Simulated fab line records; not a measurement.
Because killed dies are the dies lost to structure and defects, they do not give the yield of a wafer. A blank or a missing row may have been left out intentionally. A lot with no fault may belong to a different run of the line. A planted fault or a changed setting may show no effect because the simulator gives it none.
fab line records -- flow n5Finfet -- part 2 of 2: steps 8 to 8 of 8
record lots=11, wafers=33, lastDay=17
route steps=1938 shown BEOL_M11@1553 BEOL_M15@1830
lots with no fault: from the same line, run without faults
startH: hours from the record's first day to the start of the lot's first wafer shown -- waitH: hours elapsed since this lot's preceding step -- " repeats the value in the row above -- L1.1+2: a row that stands for several wafers -- - no value present, or no start provided -- * or withheld: withheld -- < > ~ a bound
route shown NAME@n: a module of which the file shows steps, and the number in the route of the first -- usual: the fault-free wafers' mean and standard deviation -- same: alike in all rows -- chamber/n: place in a boat -- sites: the reading at each site -- _std_site: standard deviation of those values -- _edge_site: the outer-site mean with the inner-site mean subtracted -- radiusMm: how far each site lies from the wafer's centre -- mask NAME#n: copy n -- behind: the tool/chamber that last shaped the wafer -- hold: cause of the lot's hold/its duration in hours/its outcome -- device: transistor that didn't switch, given as n, p or np -- end of line: at the end of the route, the tests of the same wafers -- a step with no rows: only its recipe -- killed: count of dies lost to structure and defects at first sort (not the wafer's yield) -- map: per-die view of a wafer (x killed, . not killed, _ where there is no die)
set.NAME: the run value of the setting; set.NAME@STEP: its run value at that earlier step -- model.NAME: the simulator's own value behind a step, which no gauge read
one table for each step of the route and one row for each wafer, over a sample of lots
services: the hour from which a tool's chamber was out of use, counted from the record's first day as startH (under 0 if before that day), plus the number of hours and why
## steps
# step N5_BEOL_M15_RC_MEAS_101
# usual COMB_M10=1.5e-11/3.1e-12, COMB_M11=1.5e-11/3.2e-12, COMB_M12=6.5e-12/1.3e-12, COMB_M12_max_site=9.1e-12/2.1e-12, COMB_M13=5.1e-12/1.1e-12, COMB_M14=4.1e-12/8.3e-13, COMB_M14_max_site=5.7e-12/1.2e-12, COMB_M15=3e-12/6.1e-13, COMB_M5=3.8e-11/7.2e-12, COMB_M6=2.5e-11/5.3e-12, COMB_M7=2.6e-11/5.4e-12, COMB_M8=2.6e-11/5.6e-12, COMB_M9=1.5e-11/3.2e-12, SERP_M10=3.04/0.068, SERP_M11=3.05/0.1, SERP_M11_max_site=3.14/0.11, SERP_M12=0.628/0.014, SERP_M13=0.309/0.0064, SERP_M14=0.159/0.0036, SERP_M5=38.7/1.7, SERP_M6=13.8/0.56, SERP_M7=13.6/0.55, SERP_M8=13.6/0.43, SERP_M9=3.06/0.093
lot.wafer,tool,chamber,startH,waitH,COMB_M10[S/m],COMB_M11[S/m],COMB_M12[S/m],COMB_M12_max_site[S/m],COMB_M13[S/m],COMB_M14[S/m],COMB_M14_max_site[S/m],COMB_M15[S/m],COMB_M5[S/m],COMB_M6[S/m],COMB_M7[S/m],COMB_M8[S/m],COMB_M9[S/m],SERP_M10[ohm/um],SERP_M11[ohm/um],SERP_M11_max_site[ohm/um],SERP_M12[ohm/um],SERP_M13[ohm/um],SERP_M14[ohm/um],SERP_M5[ohm/um],SERP_M6[ohm/um],SERP_M7[ohm/um],SERP_M8[ohm/um],SERP_M9[ohm/um]
L981.2,prober-02,0,271.86,0.2,1.4e-11,1.3e-11,5e-12,5.6e-12,4.3e-12,2.7e-12,3.8e-12,3.4e-12,3.6e-11,1.9e-11,1.7e-11,3.1e-11,1e-11,2.95,2.99,3.06,0.631,0.313,0.160,39.6,12.8,14.0,13.6,3.05
L981.5,prober-02,0,271.86,0.2,2.1e-11,1.2e-11,6.7e-12,8.9e-12,4e-12,3.4e-12,5.5e-12,2.4e-12,3.4e-11,2.2e-11,2.1e-11,2.3e-11,1.5e-11,3.01,3.02,3.08,0.627,0.311,0.163,39.1,12.6,13.8,13.7,3.06
L981.6,prober-02,0,271.86,0.2,1.1e-11,1.3e-11,6.5e-12,9.3e-12,5.6e-12,2.5e-12,4.2e-12,2.1e-12,5.6e-11,1.8e-11,2.1e-11,2.7e-11,1.3e-11,2.97,2.98,3.12,0.618,0.310,0.159,40.0,14.0,13.5,14.5,3.11
L980.1,prober-01,0,272.52,0.0,1.7e-11,1.7e-11,6.8e-12,1.01e-11,5.5e-12,4.5e-12,5.9e-12,3.4e-12,5.4e-11,2.1e-11,2.7e-11,2.1e-11,1.4e-11,3.05,3.26,3.43,0.637,0.320,0.157,37.7,12.9,13.5,13.3,3.09
L980.2,prober-01,0,272.52,0.0,1.7e-11,1.2e-11,5.3e-12,6.5e-12,6.4e-12,4e-12,5.6e-12,2.8e-12,4.6e-11,3.1e-11,2.2e-11,2.5e-11,1.3e-11,3.16,3.16,3.27,0.608,0.313,0.153,36.7,13.6,13.8,13.2,3.09
L980.3,prober-01,0,272.52,0.0,1.2e-11,1.3e-11,5.3e-12,8.8e-12,4.4e-12,4.1e-12,5.2e-12,3e-12,4.4e-11,1.9e-11,2.3e-11,1.8e-11,1.4e-11,2.98,3.06,3.12,0.606,0.312,0.167,39.3,13.2,13.9,13.4,2.99
L983.3,prober-02,0,273.11,0.3,1.7e-11,9e-12,6.5e-12,1.04e-11,6.1e-12,3.7e-12,5.7e-12,2.6e-12,4e-11,2.4e-11,2.4e-11,3.5e-11,1.9e-11,3.01,2.98,3.10,0.630,0.306,0.160,40.7,14.1,14.1,13.8,3.27
L983.5,prober-02,0,273.11,0.3,1.8e-11,9e-12,5.5e-12,7.8e-12,5.4e-12,4.6e-12,5.2e-12,2.6e-12,3.3e-11,2.6e-11,2.3e-11,3.6e-11,1.8e-11,3.02,3.07,3.18,0.624,0.312,0.161,41.8,14.0,14.2,13.1,3.08
L983.6,prober-02,0,273.11,0.3,1.6e-11,1.2e-11,6.4e-12,7.7e-12,5.4e-12,4.1e-12,4.9e-12,2.7e-12,3.7e-11,1.8e-11,2.8e-11,3e-11,1.8e-11,3.02,3.11,3.18,0.619,0.307,0.157,39.8,14.2,14.7,13.5,3.18
L982.3,prober-02,0,278.00,0.3,1.5e-11,1.3e-11,9.4e-12,1.25e-11,4.3e-12,3.6e-12,6.3e-12,2.7e-12,4.6e-11,2.3e-11,1.9e-11,3.3e-11,1.6e-11,2.89,3.16,3.21,0.636,0.312,0.159,37.9,14.9,13.3,13.9,3.05
L982.4,prober-02,0,278.00,0.3,1.2e-11,1.3e-11,7.2e-12,1.08e-11,3.9e-12,2.9e-12,4.7e-12,2.6e-12,3.6e-11,1.8e-11,3.1e-11,2.4e-11,1.3e-11,2.96,3.11,3.18,0.648,0.317,0.161,38.5,14.8,13.1,14.3,3.21
L982.5,prober-02,0,278.00,0.3,1.5e-11,1.8e-11,9.6e-12,1.59e-11,5.1e-12,3.6e-12,4.6e-12,2.6e-12,4.3e-11,1.9e-11,2.3e-11,2.2e-11,1.7e-11,2.96,2.96,3.03,0.635,0.319,0.162,40.6,14.3,13.3,14.0,3.11
L986.2,prober-01,0,294.88,0.2,1.7e-11,2.1e-11,7.4e-12,8.7e-12,6.4e-12,5.4e-12,6.4e-12,2.9e-12,3.6e-11,2.5e-11,2.5e-11,3e-11,1.6e-11,3.02,3.18,3.27,0.643,0.310,0.164,38.6,14.4,14.5,13.5,3.19
L986.4,prober-01,0,294.88,0.2,1.8e-11,1.7e-11,7.3e-12,1.04e-11,7.9e-12,3.6e-12,5.2e-12,3e-12,3.2e-11,3.1e-11,2.4e-11,2.6e-11,1.7e-11,3.08,2.99,3.08,0.637,0.315,0.158,38.7,14.1,14.6,13.5,3.09
L986.6,prober-01,0,294.88,0.2,1.5e-11,1.7e-11,6e-12,8.9e-12,8.4e-12,4.8e-12,6.5e-12,3.9e-12,3.4e-11,4.6e-11,2.2e-11,2.6e-11,1.2e-11,3.02,3.00,3.06,0.638,0.314,0.158,37.8,14.4,14.4,13.0,2.96
L984.2,prober-01,0,295.81,0.6,1.6e-11,1.5e-11,6.7e-12,9.3e-12,5.7e-12,5.5e-12,6.5e-12,3.5e-12,5.2e-11,2.6e-11,2.5e-11,2.2e-11,1.7e-11,2.98,3.21,3.24,0.611,0.309,0.152,40.5,12.4,13.5,13.9,3.04
L984.3,prober-01,0,295.81,0.6,1.1e-11,1.8e-11,5.8e-12,8.2e-12,6.3e-12,3.8e-12,4.7e-12,3.9e-12,3.8e-11,2.5e-11,2.8e-11,2.3e-11,1.4e-11,3.02,3.07,3.17,0.641,0.310,0.157,41.2,13.8,14.0,13.1,3.11
L984.4,prober-01,0,295.81,0.6,9e-12,1.7e-11,7.7e-12,9.3e-12,5.8e-12,4.6e-12,6.4e-12,3.6e-12,3.2e-11,2.4e-11,1.9e-11,2.5e-11,1.5e-11,3.05,3.09,3.13,0.632,0.309,0.156,41.0,12.9,13.6,13.2,3.14
L991.3,prober-02,0,337.15,0.3,1.6e-11,1.1e-11,6.6e-12,7.5e-12,4e-12,3.8e-12,6.7e-12,4.3e-12,3.7e-11,2.5e-11,3.8e-11,1.9e-11,1.5e-11,3.04,3.54,3.59,0.611,0.312,0.164,37.9,14.4,14.3,14.5,3.24
L991.5,prober-02,0,337.15,0.3,1.3e-11,1.6e-11,5.7e-12,8.1e-12,4.8e-12,3.1e-12,4.4e-12,5.5e-12,3.6e-11,3.3e-11,3.2e-11,3e-11,1.9e-11,2.93,3.02,3.06,0.601,0.308,0.163,38.8,13.1,15.1,13.5,3.19
L991.6,prober-02,0,337.15,0.3,1.5e-11,1.2e-11,6.7e-12,9.3e-12,3.4e-12,4.1e-12,5.1e-12,2.2e-12,3.1e-11,4.4e-11,2.3e-11,2.3e-11,1.5e-11,3.10,3.89,4.00,0.619,0.315,0.154,37.1,14.2,13.3,14.3,3.16
L993.1,prober-02,0,344.67,0.0,9e-12,1.4e-11,5.1e-12,7.9e-12,4.8e-12,3.2e-12,5.7e-12,2e-12,3.6e-11,2.6e-11,1.9e-11,2.6e-11,1.4e-11,3.07,3.07,3.25,0.614,0.315,0.159,38.3,14.2,13.3,13.3,2.92
L993.3,prober-02,0,344.67,0.0,1e-11,1e-11,7.7e-12,9.1e-12,3.1e-12,3.3e-12,5e-12,2e-12,5.4e-11,1.9e-11,2.4e-11,2.9e-11,1.2e-11,3.00,3.66,3.72,0.640,0.307,0.155,39.3,13.1,14.4,14.0,3.09
L993.6,prober-02,0,344.67,0.0,1e-11,1.3e-11,6.4e-12,8e-12,4.4e-12,5.3e-12,7.4e-12,2.7e-12,3.6e-11,2.4e-11,2.4e-11,2.2e-11,1.3e-11,2.94,3.65,3.77,0.637,0.305,0.159,37.2,13.7,14.4,14.0,2.95
L999.4,prober-01,0,380.98,0.5,1.3e-11,1.2e-11,7.7e-12,1.24e-11,7.1e-12,4.8e-12,5.5e-12,3.5e-12,4.3e-11,2.1e-11,2.3e-11,2e-11,1e-11,3.10,2.91,2.99,0.645,0.297,0.161,38.2,13.0,13.9,14.1,3.17
L999.5,prober-01,0,380.98,0.5,1.6e-11,1.7e-11,6.5e-12,1.01e-11,5.6e-12,4e-12,7.8e-12,3.4e-12,4.4e-11,2.7e-11,3e-11,2.5e-11,1.4e-11,3.10,2.99,3.05,0.620,0.306,0.159,37.7,13.8,14.6,13.1,3.15
L999.6,prober-01,0,380.98,0.5,2e-11,1.7e-11,9.8e-12,1.22e-11,7.6e-12,4.4e-12,7e-12,3.3e-12,4.3e-11,2.5e-11,3.3e-11,1.8e-11,1.3e-11,3.01,3.00,3.09,0.630,0.301,0.163,39.7,13.1,13.6,13.7,3.06
L101.3,prober-02,0,394.81,0.3,2e-11,1.6e-11,6.1e-12,7e-12,3.6e-12,5.4e-12,6.8e-12,2.5e-12,4e-11,2.6e-11,2.4e-11,2.8e-11,1.7e-11,3.08,3.00,3.11,0.617,0.311,0.153,35.9,14.0,13.6,13.5,2.88
L101.4,prober-02,0,394.81,0.3,1.3e-11,1.1e-11,6.3e-12,8.5e-12,5.4e-12,4.6e-12,5.2e-12,3.1e-12,3.4e-11,2.1e-11,1.9e-11,2.4e-11,1e-11,3.08,2.88,2.94,0.635,0.314,0.159,38.4,14.5,13.0,14.1,3.09
L101.5,prober-02,0,394.81,0.3,1.1e-11,1.3e-11,9.2e-12,1.18e-11,4.2e-12,4.6e-12,5.9e-12,4e-12,4.5e-11,2.7e-11,2.8e-11,2.8e-11,1.5e-11,3.20,3.11,3.23,0.610,0.303,0.154,38.4,14.7,12.8,14.0,3.03
L103.1,prober-02,0,404.79,0.0,1.8e-11,1.6e-11,6.5e-12,8.6e-12,4.9e-12,5.9e-12,9.4e-12,2.8e-12,3.8e-11,2.3e-11,2.8e-11,1.8e-11,2e-11,3.15,3.00,3.06,0.610,0.299,0.159,40.4,13.4,13.1,13.8,2.99
L103.3,prober-02,0,404.79,0.0,1.9e-11,1.5e-11,5.7e-12,8.5e-12,5.3e-12,3.9e-12,5.5e-12,3.8e-12,3.7e-11,2.1e-11,2.6e-11,1.7e-11,1.6e-11,3.11,3.11,3.17,0.621,0.301,0.160,38.9,13.4,13.1,13.4,3.12
L103.5,prober-02,0,404.79,0.0,1.8e-11,1.3e-11,8.2e-12,1.13e-11,4.5e-12,3.5e-12,5.5e-12,2.5e-12,5.3e-11,1.5e-11,2.9e-11,2.4e-11,1.4e-11,3.09,2.83,2.87,0.628,0.300,0.160,40.3,13.8,13.1,13.3,3.13
# sites SERP_M11 radiusMm=0,75,75,75,75,140,140,140,140
L981.2 3.06 3.00 3.01 2.99 2.99 2.90 2.85 2.84 2.87
L980.1 3.15 3.26 3.15 3.22 3.25 3.43 3.26 3.34 3.39
L983.3 2.87 2.92 2.98 2.92 2.97 3.10 3.05 3.02 3.07
L982.3 3.16 3.21 3.17 3.16 3.13 3.17 3.10 3.16 3.10
L986.2 3.27 3.22 3.22 3.22 3.18 3.05 2.98 3.07 3.06
L984.2 3.16 3.21 3.23 3.24 3.18 3.23 3.16 3.21 3.11
L991.3 3.54 3.51 3.57 3.46 3.56 3.52 3.54 3.50 3.59
L993.1 3.00 3.03 3.03 3.03 3.07 3.07 3.25 3.09 3.16
L999.4 2.89 2.93 2.87 2.93 2.91 2.94 2.88 2.89 2.99
L101.3 3.11 3.09 3.00 3.07 3.05 2.84 2.83 2.78 2.83
L103.1 3.06 3.02 3.04 3.00 3.06 2.98 2.94 2.96 2.96
## services
tool,chamber,startH,hours,kind
rieDiel-05,1,244.64,5.5,repair
rieDiel-01,0,249.43,3.8,repair
rieDiel-05,2,250.16,-,clean
rieDiel-06,1,259.30,-,clean
rieDiel-06,1,259.30,-,consumableReplace:focusRing
rieDiel-06,1,259.30,16.3,scheduledDown
rieDiel-06,1,259.30,16.3,ventCycle
rieDiel-01,2,265.90,16.8,repair
rieDiel-01,1,303.50,-,clean
rieDiel-01,1,303.50,-,consumableReplace:focusRing
rieDiel-01,1,303.50,23.9,scheduledDown
rieDiel-01,1,303.50,23.9,ventCycle
pvdSputter-02,-,322.06,8.6,repair
rieDiel-01,0,327.72,-,clean
rieDiel-01,0,327.72,-,consumableReplace:focusRing
rieDiel-01,0,327.72,-,consumableReplace:showerhead
rieDiel-01,3,354.42,-,clean
rieDiel-01,3,354.42,-,consumableReplace:focusRing
rieDiel-01,3,354.42,17.7,scheduledDown
rieDiel-01,3,354.42,17.7,ventCycle
pvdSputter-02,-,354.74,5.9,repair
pvdSputter-03,-,364.90,3.4,repair
rieDiel-05,-,370.65,0.8,repair
rieDiel-06,2,372.79,4.4,repair
## key
firstSign step=N5_BEOL_M11_OCD_MEAS_38, reading=trenchDepthNm, direction=down, sigmas=6.3, usual=149, struck=129
effect step=N5_BEOL_M11_THK_MEAS_53, reading=M11_THK, direction=down, sigmas=6.1, usual=138, struck=118
effect step=N5_BEOL_M11_RS_MEAS_57, reading=M11_RS, direction=up, sigmas=7.3, usual=0.151, struck=0.181
effect step=N5_BEOL_M15_RC_MEAS_101, reading=SERP_M11, direction=up, sigmas=6.3, usual=3.05, struck=3.69
metAt N5_BEOL_M11_TRENCH_ETCH_37
struckLots L991,L993
struckWafers L991.3,L991.6,L993.3,L993.6
sortLeftOut L991.3,L991.6,L993.3,L993.6
notActingAt N5_BEOL_M11_ETCH_61,N5_BEOL_M11_ETCH_65,N5_BEOL_M11_SURFACE_TREAT_76
onsetBetween 262.99 300.51
fault kind=processParameterDrift, tool=rieDiel-01, chamber=-, onsetH=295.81, steps=N5_BEOL_M11_TRENCH_ETCH_37, channel=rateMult, offset=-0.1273, shape=step, endH=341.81, scope=struckWafersOnly
# sortLeftOut: the simulated sort isn't trusted on such a fault, so these wafers' sort isn't shown, and their yield isn't known
